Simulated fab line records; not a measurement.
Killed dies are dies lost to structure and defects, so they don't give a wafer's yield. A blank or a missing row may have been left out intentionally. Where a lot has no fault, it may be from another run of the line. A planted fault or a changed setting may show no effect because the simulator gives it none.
fab line records | flow n5_finfet | part 2 of 2: steps 20 to 27 of 27
[record] lots = 5 | wafers = 15 | last_day = 15
route steps=1938 shown BEOL_M2@870
lots with no fault: from the same line, run without faults
start_h: hours from the record's opening day to when the first of the lot's shown wafers began | wait_h: time in hours since the lot's previous step | " the same as in the row above | L1.1+2: several wafers, shown together as one row | - either no value or no given start | * or withheld: withheld | < > ~ a bound
route shown NAME@n: a module of which the file shows steps, and the number in the route of the first | usual: mean/standard deviation of fault-free wafers | same: alike in all rows | chamber/n: place in a boat | sites: the reading at each site | _std_site: standard deviation of those values | _edge_site: inner sites' mean taken away from outer sites' mean | radius_mm: for every site, how far away it sits from the centre of the wafer | mask NAME#n: copy n | behind: tool/chamber where the wafer was last shaped | hold: why the lot went on hold/how many hours it stayed there/how the hold came to an end | device: the n, p or np transistor that did not switch | end of line: the tests these same wafers got at the end of their route | a step given without rows: its recipe and nothing more | killed: the dies lost at the first sort to structure and to defects; this is not the yield of the wafer | map: per-die view of a wafer (x killed, . not killed, _ where there is no die)
set.NAME: the setting as run; set.NAME@STEP: as run at that earlier step | model.NAME: the simulator's own value behind a step, which no gauge read
lots at selected steps of the route; one table per step, one row per wafer
services: the hour from which a tool's chamber was out of use, counted from the record's first day as start_h (under 0 if before that day), plus the number of hours and why
[[steps]]
[step N5_BEOL_M2_STRIP_36]
[recipe] chemistry = N2/H2 | power_w = 450 | temp_c = 40 | pressure_mtorr = 20 | rf_frequency_hz = 6e+07 | overash_fraction = 0.3 | bias_power_w = 7 | h2_frac = 0.5 | n2_flow_sccm = 200 | h2_flow_sccm = 200
[usual] drypump_motor_current_A = 5.72/0.27 | oes_product_au = 0.78/0.088 | power_w = 449.9/1.4 | rf_vpp_V = 59.2/1.4 | showerhead_plenum_p_Torr = 2.57/0.086 | throttle_valve_pct = 23.6/0.32
lot.wafer | tool        | chamber | start_h | wait_h | drypump_motor_current_A | oes_product_au | power_w | rf_hours_counter_h | rf_vpp_V | showerhead_plenum_p_Torr | throttle_valve_pct
L078.2    | rie_diel-03 | 3       | 167.46  | 0.0    | 5.55                    | 0.74           | 449.3   | 177                | 59.7     | 2.53                     | 23.9
L078.4    | "           | 2       | "       | "      | 5.75                    | 0.89           | 453.4   | 45                 | 58.9     | 2.69                     | 23.2
L078.6    | "           | 1       | "       | "      | 5.45                    | 0.76           | 450.1   | -                  | 58.2     | 2.43                     | 23.3
L081.1    | rie_diel-05 | 0       | 178.11  | 0.0    | 5.62                    | 0.87           | 449.8   | 38                 | 59.8     | 2.69                     | 23.1
L081.2    | "           | 3       | "       | "      | 5.84                    | 0.85           | 448.9   | 52                 | 57.7     | 2.46                     | 23.4
L081.6    | "           | 0       | "       | "      | 5.66                    | 0.86           | 451.3   | -                  | 61.7     | 2.69                     | 23.2
L084.1    | rie_diel-04 | 0       | 202.94  | 0.0    | 6.28                    | 0.70           | 448.9   | 235                | 59.1     | 2.61                     | 23.8
L084.2    | "           | 2       | "       | "      | 6.07                    | 0.74           | 447.7   | 171                | 62.4     | 2.54                     | 24.3
L084.3    | "           | 3       | "       | "      | 6.27                    | 0.74           | 450.2   | 186                | 60.5     | 2.53                     | 23.9
L087.4    | rie_diel-04 | 2       | 211.49  | 0.0    | 6.07                    | 0.74           | 450.8   | -                  | 60.1     | 2.54                     | 24.3
L087.5    | "           | 3       | "       | "      | 6.26                    | 0.74           | 447.9   | -                  | 58.9     | 2.52                     | 23.8
L087.6    | "           | 0       | "       | "      | 6.33                    | 0.70           | 448.3   | -                  | 62.1     | 2.61                     | 23.8
L088.2    | rie_diel-05 | 3       | 221.41  | 0.0    | 5.84                    | 0.82           | 448.9   | 68                 | 57.8     | 2.46                     | 23.4
L088.3    | "           | 1       | "       | "      | 5.51                    | 0.70           | 452.4   | 200                | 58.0     | 2.63                     | 23.8
L088.6    | "           | 1       | "       | "      | 5.49                    | 0.69           | 451.6   | -                  | 60.4     | 2.63                     | 23.8
[step N5_BEOL_M2_TRENCH_ETCH_37]
[recipe] chemistry = C4F6/O2 | target_depth_a = 555.55 | target = SiOC | time_s = 29.2 | ion_energy_ev = 250 | pressure_mtorr = 30 | source_w = 355 | bias_w = 185 | Ar_flow_sccm = 300 | C4F6_flow_sccm = 10 | O2_flow_sccm = 10
[usual] drypump_motor_current_A = 5.71/0.27 | oes_o_777_au = 0.79/0.084 | oes_product_au = 0.78/0.087 | rf_fwd_power_W = 348.7/1.8 | rf_vpp_V = 667/8.8 | showerhead_plenum_p_Torr = 2.87/0.093 | throttle_valve_pct = 20.83/0.27
lot.wafer | tool        | chamber | start_h | wait_h | drypump_motor_current_A | oes_o_777_au | oes_product_au | rf_fwd_power_W | rf_hours_counter_h | rf_vpp_V | showerhead_plenum_p_Torr | throttle_valve_pct
L078.2    | rie_diel-03 | 3       | -       | -      | 5.53                    | 0.74         | 0.73           | 352.0          | 177                | 663      | 2.83                     | 21.16
L078.4    | "           | 2       | "       | "      | 5.76                    | 0.88         | 0.89           | 347.2          | 45                 | 670      | 3.01                     | 20.52
L078.6    | "           | 1       | "       | "      | 5.37                    | 0.77         | 0.75           | 349.9          | -                  | 655      | 2.73                     | 20.39
L081.1    | rie_diel-05 | 0       | -       | -      | 5.65                    | 0.87         | 0.86           | 348.3          | 38                 | 663      | 3.03                     | 20.59
L081.2    | "           | 3       | "       | "      | 5.82                    | 0.86         | 0.85           | 345.6          | 52                 | 653      | 2.78                     | 20.76
L081.6    | "           | 0       | "       | "      | 5.64                    | 0.86         | 0.86           | 346.9          | -                  | 663      | 3.03                     | 20.61
L084.1    | rie_diel-04 | 0       | -       | -      | 6.22                    | 0.71         | 0.70           | 344.7          | 235                | 676      | 2.91                     | 20.88
L084.2    | "           | 2       | "       | "      | 6.07                    | 0.73         | 0.75           | 348.7          | 171                | 667      | 2.82                     | 21.21
L084.3    | "           | 3       | "       | "      | 6.24                    | 0.75         | 0.76           | 348.3          | 186                | 663      | 2.83                     | 21.16
L087.4    | rie_diel-04 | 2       | -       | -      | 6.07                    | 0.72         | 0.74           | 351.0          | -                  | 667      | 2.82                     | 21.18
L087.5    | "           | 3       | "       | "      | 6.22                    | 0.75         | 0.74           | 348.2          | -                  | 662      | 2.83                     | 21.16
L087.6    | "           | 0       | "       | "      | 6.27                    | 0.71         | 0.69           | 346.9          | -                  | 675      | 2.91                     | 20.90
L088.2    | rie_diel-05 | 3       | -       | -      | 5.84                    | 0.85         | 0.81           | 346.4          | 68                 | 655      | 2.77                     | 20.78
L088.3    | "           | 1       | "       | "      | 5.49                    | 0.69         | 0.68           | 348.7          | 200                | 677      | 2.93                     | 20.92
L088.6    | "           | 1       | "       | "      | 5.48                    | 0.69         | 0.69           | 350.0          | -                  | 679      | 2.93                     | 20.93
[step N5_BEOL_M2_ETCH_41]
[recipe] chemistry = CH3F/O2 | target = SiCN | target_depth_a = 299 | taper_deg = 2 | time_s = 52.5 | ion_energy_ev = 120 | mask_material = TiN | pressure_mtorr = 30 | source_w = 395 | bias_w = 75 | Ar_flow_sccm = 150 | CH3F_flow_sccm = 30 | O2_flow_sccm = 20
[usual] CH3F_flow_sccm = 30.00/0.094 | drypump_motor_current_A = 5.71/0.27 | oes_product_au = 0.78/0.087 | rf_fwd_power_W = 389.8/1.7 | rf_vpp_V = 297.8/1.7 | showerhead_plenum_p_Torr = 2.02/0.068 | throttle_valve_pct = 16.31/0.27
lot.wafer | tool        | chamber | start_h | wait_h | CH3F_flow_sccm | drypump_motor_current_A | oes_product_au | rf_fwd_power_W | rf_hours_counter_h | rf_vpp_V | showerhead_plenum_p_Torr | throttle_valve_pct
L078.2    | rie_diel-03 | 3       | -       | -      | 29.92          | 5.53                    | 0.73           | 390.3          | 177                | 297.2    | 1.99                     | 16.62
L078.4    | "           | 2       | "       | "      | 29.99          | 5.75                    | 0.89           | 386.4          | 45                 | 300.0    | 2.12                     | 16.00
L078.6    | "           | 1       | "       | "      | 30.01          | 5.42                    | 0.75           | 389.1          | -                  | 295.9    | 1.91                     | 15.94
L081.1    | rie_diel-05 | 0       | -       | -      | 29.85          | 5.65                    | 0.85           | 389.0          | 38                 | 298.7    | 2.13                     | 16.02
L081.2    | "           | 3       | "       | "      | 30.11          | 5.82                    | 0.85           | 387.4          | 52                 | 294.7    | 1.95                     | 16.18
L081.6    | "           | 0       | "       | "      | 29.99          | 5.64                    | 0.86           | 388.1          | -                  | 299.1    | 2.13                     | 16.02
L084.1    | rie_diel-04 | 0       | -       | -      | 29.93          | 6.28                    | 0.70           | 388.6          | 235                | 298.1    | 2.05                     | 16.41
L084.2    | "           | 2       | "       | "      | 29.90          | 6.06                    | 0.74           | 389.2          | 171                | 295.9    | 1.98                     | 16.66
L084.3    | "           | 3       | "       | "      | 30.13          | 6.23                    | 0.75           | 389.3          | 186                | 298.3    | 1.99                     | 16.62
L087.4    | rie_diel-04 | 2       | -       | -      | 30.06          | 6.07                    | 0.75           | 390.2          | -                  | 297.9    | 1.98                     | 16.67
L087.5    | "           | 3       | "       | "      | 29.88          | 6.24                    | 0.74           | 389.0          | -                  | 296.9    | 1.99                     | 16.63
L087.6    | "           | 0       | "       | "      | 30.05          | 6.31                    | 0.70           | 386.2          | -                  | 299.7    | 2.05                     | 16.43
L088.2    | rie_diel-05 | 3       | -       | -      | 29.83          | 5.84                    | 0.83           | 389.1          | 68                 | 295.4    | 1.95                     | 16.21
L088.3    | "           | 1       | "       | "      | 29.89          | 5.48                    | 0.69           | 389.7          | 200                | 296.9    | 2.06                     | 16.43
L088.6    | "           | 1       | "       | "      | 29.93          | 5.51                    | 0.69           | 391.7          | -                  | 298.1    | 2.06                     | 16.42
[step N5_BEOL_M2_STRIP_97]
[recipe] chemistry = N2/H2 | time_s = 10 | power_w = 450 | temp_c = 40 | pressure_mtorr = 20 | rf_frequency_hz = 6e+07 | bias_power_w = 7 | n2_flow_sccm = 200 | h2_flow_sccm = 200
[usual] drypump_motor_current_A = 5.72/0.27 | oes_product_au = 0.78/0.087 | rf_vpp_V = 59.2/0.82 | showerhead_plenum_p_Torr = 2.57/0.086 | throttle_valve_pct = 23.6/0.32
lot.wafer | tool        | chamber | start_h | wait_h | drypump_motor_current_A | oes_product_au | rf_hours_counter_h | rf_vpp_V | showerhead_plenum_p_Torr | throttle_valve_pct
L078.2    | rie_diel-03 | 3       | -       | -      | 5.51                    | 0.72           | 177                | 60.6     | 2.53                     | 23.9
L078.4    | "           | 2       | "       | "      | 5.77                    | 0.89           | 45                 | 59.4     | 2.69                     | 23.2
L078.6    | "           | 1       | "       | "      | 5.45                    | 0.74           | -                  | 58.6     | 2.43                     | 23.3
L081.1    | rie_diel-05 | 0       | -       | -      | 5.68                    | 0.86           | 38                 | 60.6     | 2.69                     | 23.1
L081.2    | "           | 3       | "       | "      | 5.80                    | 0.85           | 52                 | 59.5     | 2.46                     | 23.4
L081.6    | "           | 0       | "       | "      | 5.64                    | 0.87           | -                  | 59.7     | 2.69                     | 23.2
L084.1    | rie_diel-04 | 0       | -       | -      | 6.28                    | 0.71           | 235                | 61.0     | 2.61                     | 23.8
L084.2    | "           | 2       | "       | "      | 6.06                    | 0.75           | 171                | 59.5     | 2.54                     | 24.3
L084.3    | "           | 3       | "       | "      | 6.28                    | 0.74           | 186                | 59.7     | 2.53                     | 23.9
L087.4    | rie_diel-04 | 2       | -       | -      | 6.06                    | 0.75           | -                  | 58.2     | 2.54                     | 24.3
L087.5    | "           | 3       | "       | "      | 6.27                    | 0.74           | -                  | 59.1     | 2.52                     | 23.9
L087.6    | "           | 0       | "       | "      | 6.33                    | 0.70           | -                  | 60.3     | 2.61                     | 23.8
L088.2    | rie_diel-05 | 3       | -       | -      | 5.84                    | 0.83           | 68                 | 58.2     | 2.45                     | 23.4
L088.3    | "           | 1       | "       | "      | 5.49                    | 0.70           | 200                | 59.4     | 2.63                     | 23.8
L088.6    | "           | 1       | "       | "      | 5.48                    | 0.69           | -                  | 60.8     | 2.63                     | 23.8
[step N5_BEOL_M2_OCD_MEAS_38]
[usual] trench_depth_nm = 55.6/0.83
lot.wafer | tool   | chamber | start_h | wait_h | trench_depth_nm
L078.2    | ocd-02 | -       | 167.66  | -      | 55.4
L078.4    | "      | -       | "       | "      | 55.9
L078.6    | "      | -       | "       | "      | 55.9
L081.1    | ocd-01 | -       | 178.30  | -      | 56.2
L081.2    | "      | -       | "       | "      | 56.8
L081.6    | "      | -       | "       | "      | 57.1
L084.1    | ocd-01 | -       | 203.14  | -      | 55.7
L084.2    | "      | -       | "       | "      | 54.8
L084.3    | "      | -       | "       | "      | 56.9
L087.4    | ocd-02 | -       | 211.67  | -      | 55.3
L087.5    | "      | -       | "       | "      | 56.3
L087.6    | "      | -       | "       | "      | 55.5
L088.2    | ocd-01 | -       | 221.61  | -      | 55.6
L088.3    | "      | -       | "       | "      | 53.5
L088.6    | "      | -       | "       | "      | 54.7
[step N5_BEOL_M2_HM_STRIP_39]
[recipe] chemistry = peroxide_tin_strip | material = TiN | target_depth_a = 250 | temp_c = 50 | time_s = 158
lot.wafer  | tool         | chamber | start_h | wait_h
L078.2+4+6 | wet_bench-01 | 4,1,6   | 167.69  | 0.0
L081.1+2+6 | wet_bench-02 | 6,4,7   | 178.33  | 0.0
L084.1+2+3 | wet_bench-05 | 0,3,1   | 203.17  | 0.0
L087.4+5+6 | wet_bench-01 | 2,0,7   | 211.70  | 0.0
L088.2+3+6 | wet_bench-01 | 6,1,2   | 221.64  | 0.0
[step N5_BEOL_M2_SRD_40]
[recipe] time_s = 30 | temp_c = 23 | rinse_liquid = diw | dry = ipa_marangoni
lot.wafer  | tool         | chamber | start_h | wait_h
L078.2+4+6 | wet_bench-01 | 4,1,6   | 167.74  | 0.0
L081.1+2+6 | wet_bench-02 | 6,4,7   | 178.38  | 0.0
L084.1+2+3 | wet_bench-05 | 0,3,1   | 203.22  | 0.0
L087.4+5+6 | wet_bench-01 | 2,0,7   | 211.75  | 0.0
L088.2+3+6 | wet_bench-01 | 6,1,2   | 221.68  | 0.0
[step N5_BEOL_M2_PRECLEAN_42]
[recipe] chemistry = residue_remover | time_s = 60 | temp_c = 40
lot.wafer  | tool         | chamber | start_h | wait_h
L078.2+4+6 | wet_bench-01 | 4,1,6   | 167.75  | 0.0
L081.1+2+6 | wet_bench-02 | 6,4,7   | 178.39  | 0.0
L084.1+2+3 | wet_bench-05 | 0,3,1   | 203.23  | 0.0
L087.4+5+6 | wet_bench-01 | 2,0,7   | 211.76  | 0.0
L088.2+3+6 | wet_bench-01 | 6,1,2   | 221.70  | 0.0
[[services]]
tool           | chamber | start_h | hours | kind
euv_scanner-01 | 0       | 145.67  | -     | calibration
euv_scanner-01 | -       | 176.48  | 4.6   | pm
euv_scanner-02 | 0       | 181.66  | -     | calibration
euv_scanner-01 | -       | 184.31  | 1.0   | pm
euv_scanner-02 | -       | 185.10  | 9.9   | repair
euv_scanner-02 | -       | 195.01  | 1.0   | pm
rie_diel-04    | 1       | 198.07  | -     | clean
rie_diel-04    | 1       | 198.07  | -     | consumable_replace:focus_ring
rie_diel-04    | 1       | 198.07  | 16.8  | scheduled_down
rie_diel-04    | 1       | 198.07  | 16.8  | vent_cycle
ald_sin-04     | 3       | 201.70  | 1.3   | repair
ald_sin-03     | 2       | 215.76  | 1.7   | repair
rie_diel-05    | 0       | 219.57  | 8.4   | repair
